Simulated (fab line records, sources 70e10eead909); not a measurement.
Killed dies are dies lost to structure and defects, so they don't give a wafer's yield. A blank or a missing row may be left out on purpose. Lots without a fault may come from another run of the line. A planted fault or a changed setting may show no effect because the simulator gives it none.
Chamber matching | flow nand_harc | NHARC_P_GATE_DESCUM_61 on rie_diel-09: 4 sister chambers
The step chemistry O2, time 3 s. 14 wafers are shown with their chamber, then 7 later ones without.

WAFERS WITH THEIR CHAMBER
wafer  | chamber | showerhead_plenum_p_Torr (Torr) | drypump_motor_current_A (A) | throttle_valve_pct (%)
L074.1 | 1       | 1.95                            | 5.8                         | 11.305
L074.3 | 0       | 1.98                            | 5.9                         | 11.297
L074.6 | 0       | 1.98                            | 5.9                         | 11.288
L077.3 | 0       | 1.98                            | 6.0                         | 11.299
L077.4 | 3       | 2.03                            | 5.1                         | 11.316
L077.6 | 1       | 1.95                            | 5.8                         | 11.309
L084.3 | 0       | 1.98                            | 5.9                         | 11.307
L084.4 | 3       | 2.03                            | 5.1                         | 11.318
L084.6 | 0       | 1.98                            | 6.0                         | 11.303
L083.1 | 1       | 1.94                            | 5.7                         | 11.312
L083.3 | 3       | 2.03                            | 5.1                         | 11.310
L083.6 | 1       | 1.95                            | 5.7                         | 11.306
L095.1 | 0       | 1.97                            | 5.9                         | 11.310
L095.3 | 2       | 2.06                            | 5.8                         | 11.333

SIGNATURES (means of the wafers above)
reading                  | chamber 0 | chamber 1 | chamber 2 | chamber 3 | scatter within a chamber
showerhead_plenum_p_Torr | 1.9783    | 1.9475    | 2.0600    | 2.0300    | 0.00398
drypump_motor_current_A  | 5.933     | 5.750     | 5.800     | 5.100     | 0.0483
throttle_valve_pct       | 11.30067  | 11.30800  | 11.33300  | 11.31467  | 0.00612
Rule: a wafer's distance from a chamber is the root of the sum, over the readings, of the square of ((its reading less the chamber's mean) divided by the reading's scatter). The wafer belongs to the nearest chamber; if the next one is less than 2 further off, it can't be placed. The scatter: the root of (the sum of the squares of (reading less its chamber's mean) over the shown wafers, divided by (wafers less chambers)).

WAFERS WITHOUT THEIR CHAMBER
wafer  | showerhead_plenum_p_Torr (Torr) | drypump_motor_current_A (A) | throttle_valve_pct (%)
L095.4 | 1.94                            | 5.8                         | 11.308
L094.1 | 1.97                            | 6.0                         | 11.313
L094.2 | 2.02                            | 5.1                         | 11.328
L094.4 | 2.06                            | 5.8                         | 11.306
L096.2 | 2.02                            | 5.1                         | 11.316
L096.5 | 2.02                            | 5.1                         | 11.320
L096.6 | 1.97                            | 6.0                         | 11.314

WHICH CHAMBER EACH WENT THROUGH
wafer  | from the rows above | in truth
L095.4 | 1                   | 1
L094.1 | 0                   | 0
L094.2 | 3                   | 3
L094.4 | 2                   | 2
L096.2 | 3                   | 3
L096.5 | 3                   | 3
L096.6 | 0                   | 0
Placed correctly: 7 of 7. Can't be placed from these rows: 0. Placed wrongly: 0.
